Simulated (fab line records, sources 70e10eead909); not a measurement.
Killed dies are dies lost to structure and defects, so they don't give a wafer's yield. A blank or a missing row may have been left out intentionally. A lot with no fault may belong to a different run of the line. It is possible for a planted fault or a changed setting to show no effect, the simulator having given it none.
Chamber matching ; flow nand_harc ; NHARC_A_SLIT_DEP_25 on pecvd-02: 3 sister chambers
The step deposits SiO2, target thk 200 nm. 6 wafers are shown with their chamber, then 10 later ones without.

== EACH WAFER AND ITS CHAMBER ==
wafer;chamber;throttle_valve_pct (%);heater_power_w (W)
L079.2;0;16.4;553
L082.1;1;15.1;555
L082.2;2;15.2;522
L082.3;0;16.6;521
L087.1;1;15.3;438
L087.2;2;15.4;533

== WAFERS WITH NO CHAMBER GIVEN ==
wafer;throttle_valve_pct (%);heater_power_w (W)
L087.4;15.4;539
L093.1;16.0;513
L093.3;14.7;493
L093.4;14.5;512
L094.1;15.1;568
L094.3;16.3;543
L094.6;14.8;537
L097.2;15.4;534
L097.3;14.6;563
L097.4;14.9;573

== WHICH CHAMBER EACH WENT THROUGH ==
wafer;from the rows above;in truth
L087.4;can't be placed: 2 or 1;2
L093.1;can't be placed: 0 or 2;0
L093.3;can't be placed: 1 or 2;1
L093.4;can't be placed: 1 or 2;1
L094.1;can't be placed: 1 or 2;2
L094.3;0;0
L094.6;can't be placed: 1 or 2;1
L097.2;can't be placed: 2 or 1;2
L097.3;can't be placed: 1 or 2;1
L097.4;can't be placed: 1 or 2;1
Correct placement for 1 of the 10. Unplaceable from these rows: 9, with the true chamber sitting among the candidates in 9. Placed wrongly: 0.
How it was worked out, from the rows above alone: a wafer's distance from a chamber is the root of the sum, over the readings, of the square of ((its reading less the chamber's mean) divided by the reading's scatter). The wafer belongs to the nearest chamber; if the next one is less than 2 further off, it can't be placed. The mean given for a chamber averages the wafers shown for that chamber. The scatter: take each reading less its chamber's mean, square it, sum over the shown wafers, divide by the number of wafers less the number of chambers, and take the root.
